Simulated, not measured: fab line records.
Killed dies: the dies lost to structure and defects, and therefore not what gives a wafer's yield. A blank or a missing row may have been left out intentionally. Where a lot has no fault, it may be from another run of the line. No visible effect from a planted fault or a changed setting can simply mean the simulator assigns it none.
Which tool did it? -- flow n5Finfet -- 72 wafers from 24 lots sampled at 6 of the route's 1938 steps

WHAT EACH GAUGE READ, for each wafer
N5_BEOL_M0_INSPECT_127: inspects for defects (darkfield). Usual: rawDefectCount at 75, with a standard deviation of 22.
lot,measured,on,rawDefectCount,flag
L074,day 6 03:25,defectInspect-01,169 131 111,
L075,day 6 08:14,defectInspect-01,76 68 67,
L076,day 6 09:46,defectInspect-02,51 63 54,
L077,day 6 18:47,defectInspect-02,109 72 94,
L078,day 7 00:58,defectInspect-02,57 71 40,
L079,day 7 04:13,defectInspect-02,70 53 59,
L080,day 7 07:37,defectInspect-02,63 42 44,
L081,day 7 21:05,defectInspect-02,68 76 73,
L082,day 7 21:15,defectInspect-01,78 84 53,
L083,day 8 05:04,defectInspect-02,81 69 56,
L084,day 8 13:59,defectInspect-02,99 69 126,
L085,day 9 07:13,defectInspect-01,38 94 69,
L086,day 9 06:53,defectInspect-01,33 37 58,
L087,day 9 14:30,defectInspect-01,74 111 76,
L088,day 9 18:26,defectInspect-02,94 74 56,
L089,day 10 00:25,defectInspect-02,113 90 122,
L090,day 10 04:57,defectInspect-02,49 111 66,
L091,day 10 06:04,defectInspect-02,63 91 68,
L092,day 10 11:07,defectInspect-02,69 122 109,
L093,day 11 02:50,defectInspect-01,86 97 57,
L094,day 11 06:27,defectInspect-01,61 62 73,
L095,day 11 08:07,defectInspect-02,66 54 51,
L096,day 11 19:44,defectInspect-02,59 62 61,
L097,day 11 22:37,defectInspect-02,84 90 98,

WHAT TOOL EACH LOT RAN ON (gives the tool, then ch and the chambers of the sampled wafers, and finally the start)
lot,N5_BEOL_M0_SAQP_SPACER2_ALD_26,N5_BEOL_M0_SAQP_ETCH_88,N5_BEOL_M0_CUTY_DESCUM_61,N5_BEOL_M0_DEGAS_112,N5_BEOL_M0_ANNEAL_135
L074,"aldSin-03 ch 0,1, day 5 19:37","rieDiel-01 ch 0,3, day 5 21:04","rieDiel-05 ch 0,1, day 5 23:04","pvdSputter-03, day 6 01:22","pvdSputter-03, day 6 02:13"
L075,"aldSin-01 ch 1,3, day 5 22:55","rieDiel-03 ch 0,1,3, day 6 00:25","rieDiel-05 ch 2,3, day 6 01:50","pvdSputter-02, day 6 05:44","pvdSputter-03, day 6 07:04"
L076,"aldSin-03 ch 0,1,3, day 6 02:59","rieDiel-03 ch 0,1, day 6 04:17","rieDiel-06 ch 0,1,2, day 6 05:38","pvdSputter-03, day 6 07:17","pvdSputter-01, day 6 08:22"
L077,"aldSin-03 ch 0,2, day 6 10:47","rieDiel-01 ch 0,1,2, day 6 12:00","rieDiel-05 ch 0,3, day 6 13:22","pvdSputter-03, day 6 16:16","pvdSputter-03, day 6 17:25"
L078,"aldSin-03 ch 1,2,3, day 6 14:24","rieDiel-01 ch 0,2,3, day 6 15:37","rieDiel-05 ch 0,1,2, day 6 17:04","pvdSputter-03, day 6 21:21","pvdSputter-01, day 6 23:35"
L079,"aldSin-03 ch 0,1, day 6 19:44","rieDiel-01 ch 0,1,2, day 6 20:56","rieDiel-06 ch 0,2,3, day 6 22:26","pvdSputter-02, day 7 00:28","pvdSputter-02, day 7 03:06"
L080,"aldSin-03 ch 1,2,3, day 7 00:56","rieDiel-02 ch 0,2,3, day 7 02:10","rieDiel-04 ch 1,2,3, day 7 03:41","pvdSputter-02, day 7 05:26","pvdSputter-01, day 7 06:18"
L081,"aldSin-01 ch 0,1,2, day 7 12:20","rieDiel-03 ch 0,1,3, day 7 13:51","rieDiel-04 ch 0,1,3, day 7 15:13","pvdSputter-03, day 7 18:32","pvdSputter-03, day 7 19:23"
L082,"aldSin-03 ch 0,2,3, day 7 13:43","rieDiel-02 ch 0,1,2, day 7 14:55","rieDiel-04 ch 0,1,3, day 7 16:10","pvdSputter-03, day 7 18:37","pvdSputter-02, day 7 19:35"
L083,"aldSin-02 ch 0,2,3, day 7 20:25","rieDiel-02 ch 0,1, day 7 21:46","rieDiel-06 ch 0,1, day 7 23:12","pvdSputter-03, day 8 02:53","pvdSputter-02, day 8 03:57"
L084,"aldSin-01 ch 1,2,3, day 8 04:11","rieDiel-03 ch 0,2,3, day 8 05:32","rieDiel-04 ch 0,1,2, day 8 07:11","pvdSputter-02, day 8 11:07","pvdSputter-03, day 8 12:36"
L085,"aldSin-01 ch 0,1,2, day 8 19:53","rieDiel-03 ch 0,1,2, day 8 21:18","rieDiel-05 ch 2,3, day 8 23:49","pvdSputter-02, day 9 04:26","pvdSputter-03, day 9 06:01"
L086,"aldSin-03 ch 1,2, day 8 20:14","rieDiel-03 ch 0,1,2, day 8 21:35","rieDiel-04 ch 0,1,2, day 9 00:38","pvdSputter-03, day 9 04:25","pvdSputter-03, day 9 05:35"
L087,"aldSin-03 ch 0,2,3, day 9 06:55","rieDiel-01 ch 0,2,3, day 9 08:16","rieDiel-05 ch 1,3, day 9 09:38","pvdSputter-03, day 9 12:17","pvdSputter-02, day 9 13:19"
L088,"aldSin-02 ch 0,1, day 9 10:50","rieDiel-01 ch 0,1,3, day 9 12:08","rieDiel-05 ch 0,3, day 9 13:44","pvdSputter-03, day 9 16:14","pvdSputter-02, day 9 17:19"
L089,"aldSin-01 ch 0,1,3, day 9 14:59","rieDiel-02 ch 1,3, day 9 16:14","rieDiel-06 ch 0,2, day 9 17:39","pvdSputter-02, day 9 22:12","pvdSputter-02, day 9 23:13"
L090,"aldSin-01 ch 2,3, day 9 20:20","rieDiel-02 ch 0,1, day 9 21:39","rieDiel-06 ch 0,2, day 9 23:00","pvdSputter-02, day 10 01:59","pvdSputter-02, day 10 03:13"
L091,"aldSin-02 ch 1,2,3, day 9 23:13","rieDiel-01 ch 1,2, day 10 00:33","rieDiel-04 ch 0,1,2, day 10 02:10","pvdSputter-01, day 10 03:59","pvdSputter-03, day 10 04:56"
L092,"aldSin-02 ch 0,2, day 10 04:52","rieDiel-03 ch 0,1,3, day 10 06:18","rieDiel-04 ch 0,1,2, day 10 07:35","pvdSputter-01, day 10 09:04","pvdSputter-01, day 10 09:53"
L093,"aldSin-03 ch 1,2, day 10 18:21","rieDiel-03 ch 1,2,3, day 10 19:34","rieDiel-06 ch 0,3, day 10 20:57","pvdSputter-02, day 10 22:32","pvdSputter-03, day 11 00:55"
L094,"aldSin-02 ch 0,2, day 10 20:11","rieDiel-01 ch 0,3, day 10 21:32","rieDiel-04 ch 0,2, day 10 23:02","pvdSputter-02, day 11 04:06","pvdSputter-02, day 11 05:14"
L095,"aldSin-02 ch 0,1,2, day 11 00:43","rieDiel-01 ch 0,2, day 11 02:03","rieDiel-05 ch 0,1,2, day 11 04:50","pvdSputter-02, day 11 06:02","pvdSputter-03, day 11 06:59"
L096,"aldSin-01 ch 2,3, day 11 11:11","rieDiel-02 ch 0,1, day 11 12:25","rieDiel-05 ch 0,1,2, day 11 13:52","pvdSputter-01, day 11 17:29","pvdSputter-02, day 11 18:37"
L097,"aldSin-03 ch 2,3, day 11 11:25","rieDiel-03 ch 2,3, day 11 12:45","rieDiel-05 ch 2,3, day 11 14:49","pvdSputter-02, day 11 20:28","pvdSputter-01, day 11 21:22"
- N5_BEOL_M0_SAQP_SPACER2_ALD_26: deposits SiO2, target thk 15 nm, pulse time 1 s, purge time 2 s.
- N5_BEOL_M0_SAQP_ETCH_88: etches underlayer in N2/H2, target depth 6.5 nm, time 5.2 s.
- N5_BEOL_M0_CUTY_DESCUM_61: chemistry O2, time 7.9 s.
- N5_BEOL_M0_DEGAS_112: time 60 s.
- N5_BEOL_M0_ANNEAL_135: time 60 s.

WHAT THE TOOLS THEMSELVES READ (means of the sampled wafers that have a number; where no wafer has one, the mark that the record gives instead)
N5_BEOL_M0_SAQP_SPACER2_ALD_26. Usual: heaterPowerW 495 W, standard deviation 43; precursorPulseHeightRel 0.998, standard deviation 0.02.
lot,tool,heaterPowerW (W),precursorPulseHeightRel,flag
L074,aldSin-03,454,1.008,
L075,aldSin-01,488,1.009,
L076,aldSin-03,490,0.981,
L077,aldSin-03,530,0.993,
L078,aldSin-03,490,0.996,
L079,aldSin-03,460,0.992,
L080,aldSin-03,485,0.997,
L081,aldSin-01,474,1.005,
L082,aldSin-03,521,0.994,
L083,aldSin-02,509,0.986,
L084,aldSin-01,473,1.009,
L085,aldSin-01,475,0.999,
L086,aldSin-03,485,1.001,
L087,aldSin-03,519,1.001,
L088,aldSin-02,518,0.988,
L089,aldSin-01,497,0.977,
L090,aldSin-01,488,0.992,
L091,aldSin-02,483,1.008,
L092,aldSin-02,526,0.992,
L093,aldSin-03,461,0.996,
L094,aldSin-02,528,1.011,
L095,aldSin-02,520,0.993,
L096,aldSin-01,484,0.992,
L097,aldSin-03,514,1.000,

N5_BEOL_M0_SAQP_ETCH_88. Usual: for chamberPressureMTorr, 30.00 mTorr with a standard deviation of 0.046; for drypumpMotorCurrentA, 5.9 A with a standard deviation of 0.5; for etchRfOnTimeS, 5.21 s with a standard deviation of 0.12; for oesProductAu, 0.66 a.u. with a standard deviation of 0.066; for rfVppV, 525.4 V with a standard deviation of 2.2; for showerheadPlenumPTorr, 2.59 Torr with a standard deviation of 0.064; for throttleValvePct, 17.81 % with a standard deviation of 0.2.
lot,tool,chamberPressureMTorr (mTorr),drypumpMotorCurrentA (A),etchRfOnTimeS (s),oesProductAu (a.u.),rfVppV (V),showerheadPlenumPTorr (Torr),throttleValvePct (%),flag
L074,rieDiel-01,29.93,6.1,5.09,0.71,522.6,2.55,17.78,
L075,rieDiel-03,29.98,6.3,5.31,0.63,526.1,2.62,17.97,
L076,rieDiel-03,29.98,6.5,5.29,0.65,525.4,2.60,17.97,
L077,rieDiel-01,29.98,5.8,5.09,0.74,526.0,2.64,17.63,
L078,rieDiel-01,30.03,5.9,5.14,0.69,524.7,2.59,17.73,
L079,rieDiel-01,30.04,5.8,5.13,0.72,526.5,2.64,17.61,
L080,rieDiel-02,29.97,5.7,5.16,0.61,522.8,2.52,17.97,
L081,rieDiel-03,29.95,6.2,5.34,0.63,525.7,2.62,18.00,
L082,rieDiel-02,30.00,5.8,5.27,0.62,523.4,2.56,17.90,
L083,rieDiel-02,30.00,5.3,5.12,0.62,526.2,2.58,17.79,
L084,rieDiel-03,30.00,5.9,5.30,0.67,524.1,2.56,17.89,
L085,rieDiel-03,30.06,5.9,5.33,0.67,525.1,2.56,17.81,
L086,rieDiel-03,30.04,5.9,5.33,0.68,524.2,2.56,17.83,
L087,rieDiel-01,30.03,5.9,5.13,0.67,525.2,2.58,17.76,
L088,rieDiel-01,30.03,6.0,5.11,0.71,524.3,2.59,17.74,
L089,rieDiel-02,29.97,5.7,5.10,0.70,524.9,2.60,17.59,
L090,rieDiel-02,29.95,5.5,5.21,0.62,526.1,2.56,17.73,
L091,rieDiel-01,30.00,5.8,5.26,0.65,527.8,2.65,17.63,
L092,rieDiel-03,30.02,6.2,5.25,0.61,524.9,2.61,18.02,
L093,rieDiel-03,29.98,5.7,5.24,0.65,525.7,2.59,17.87,
L094,rieDiel-01,30.01,6.0,5.02,0.71,524.4,2.56,17.81,
L095,rieDiel-01,30.02,5.7,5.22,0.65,526.0,2.61,17.69,
L096,rieDiel-02,29.97,5.6,5.15,0.61,524.9,2.55,17.73,
L097,rieDiel-03,30.03,5.2,5.26,0.68,524.2,2.53,17.74,

N5_BEOL_M0_CUTY_DESCUM_61. Usual: chamberPressureMTorr 20.004 mTorr, standard deviation 0.018; drypumpMotorCurrentA 5.6 A, standard deviation 0.5; oesProductAu 0.79 a.u., standard deviation 0.081; rfVppV 243.2 V, standard deviation 1.6; showerheadPlenumPTorr 2.09 Torr, standard deviation 0.087; throttleValvePct 20.44 %, standard deviation 0.21.
lot,tool,chamberPressureMTorr (mTorr),drypumpMotorCurrentA (A),oesProductAu (a.u.),rfVppV (V),showerheadPlenumPTorr (Torr),throttleValvePct (%),flag
L074,rieDiel-05,20.007,5.6,0.84,244.1,2.15,20.46,
L075,rieDiel-05,20.008,6.1,0.77,243.8,2.06,20.34,
L076,rieDiel-06,20.003,5.2,0.76,242.0,2.06,20.55,
L077,rieDiel-05,20.011,6.2,0.73,242.3,2.05,20.51,
L078,rieDiel-05,20.005,5.5,0.87,243.5,2.15,20.32,
L079,rieDiel-06,19.990,5.0,0.73,241.7,2.02,20.54,
L080,rieDiel-04,19.994,5.7,0.80,243.7,2.04,20.47,
L081,rieDiel-04,20.004,5.6,0.74,243.3,2.08,20.37,
L082,rieDiel-04,20.007,5.5,0.74,243.6,2.08,20.37,
L083,rieDiel-06,19.990,5.3,0.75,242.6,2.05,20.64,
L084,rieDiel-04,20.000,6.0,0.76,242.4,2.06,20.43,
L085,rieDiel-05,19.990,5.7,0.80,244.1,2.13,20.28,
L086,rieDiel-04,20.012,5.9,0.75,242.7,2.06,20.43,
L087,rieDiel-05,19.999,5.5,0.80,241.9,2.00,20.27,
L088,rieDiel-05,20.006,6.1,0.73,244.1,2.12,20.60,
L089,rieDiel-06,20.028,5.1,0.74,243.2,2.05,20.53,
L090,rieDiel-06,20.007,5.1,0.74,242.7,2.05,20.53,
L091,rieDiel-04,20.005,5.9,0.75,242.5,2.06,20.44,
L092,rieDiel-04,20.006,5.9,0.76,241.6,2.05,20.45,
L093,rieDiel-06,20.010,4.8,0.87,243.9,2.15,20.41,
L094,rieDiel-04,20.002,6.1,0.78,244.3,2.07,20.61,
L095,rieDiel-05,20.001,5.5,0.81,244.5,2.14,20.38,
L096,rieDiel-05,19.993,5.5,0.81,243.6,2.14,20.39,
L097,rieDiel-05,20.008,6.0,0.94,245.9,2.22,20.16,

N5_BEOL_M0_DEGAS_112. Usual: heaterPowerW at 330 W, with a standard deviation of 25.
lot,tool,heaterPowerW (W),flag
L074,pvdSputter-03,306,
L075,pvdSputter-02,344,
L076,pvdSputter-03,310,
L077,pvdSputter-03,309,
L078,pvdSputter-03,303,
L079,pvdSputter-02,325,
L080,pvdSputter-02,346,
L081,pvdSputter-03,299,
L082,pvdSputter-03,314,
L083,pvdSputter-03,307,
L084,pvdSputter-02,347,
L085,pvdSputter-02,354,
L086,pvdSputter-03,312,
L087,pvdSputter-03,327,
L088,pvdSputter-03,295,
L089,pvdSputter-02,356,
L090,pvdSputter-02,331,
L091,pvdSputter-01,329,
L092,pvdSputter-01,336,
L093,pvdSputter-02,349,
L094,pvdSputter-02,333,
L095,pvdSputter-02,360,
L096,pvdSputter-01,343,
L097,pvdSputter-02,342,

N5_BEOL_M0_ANNEAL_135. Usual: heaterPowerW at 818 W, with a standard deviation of 63.
lot,tool,heaterPowerW (W),flag
L074,pvdSputter-03,738,
L075,pvdSputter-03,744,
L076,pvdSputter-01,791,
L077,pvdSputter-03,786,
L078,pvdSputter-01,792,
L079,pvdSputter-02,887,
L080,pvdSputter-01,878,
L081,pvdSputter-03,783,
L082,pvdSputter-02,837,
L083,pvdSputter-02,857,
L084,pvdSputter-03,745,
L085,pvdSputter-03,766,
L086,pvdSputter-03,791,
L087,pvdSputter-02,887,
L088,pvdSputter-02,889,
L089,pvdSputter-02,831,
L090,pvdSputter-02,890,
L091,pvdSputter-03,780,
L092,pvdSputter-01,811,
L093,pvdSputter-03,741,
L094,pvdSputter-02,865,
L095,pvdSputter-03,791,
L096,pvdSputter-02,857,
L097,pvdSputter-01,834,

THE ANSWER, worked out from the rows above alone
Rule: take the mean of a lot's wafers that have a number; if it is more than 3 standard deviations from the usual mean, the lot is off. Also off: a lot with no number at a reading for which 4 or more lots have one. All remaining lots with rows at the step are treated as sound. Order of review: gauges by route order, followed by the tools' own readings, for which a lot's mean as printed above is used. At the first step where some lot is off, the reading lying furthest off is the one used; lots without a number count as furthest.
Across all readings shown, no lot is off: no conclusion can be drawn from this.

WHAT WAS PUT IN BY THE SIMULATOR
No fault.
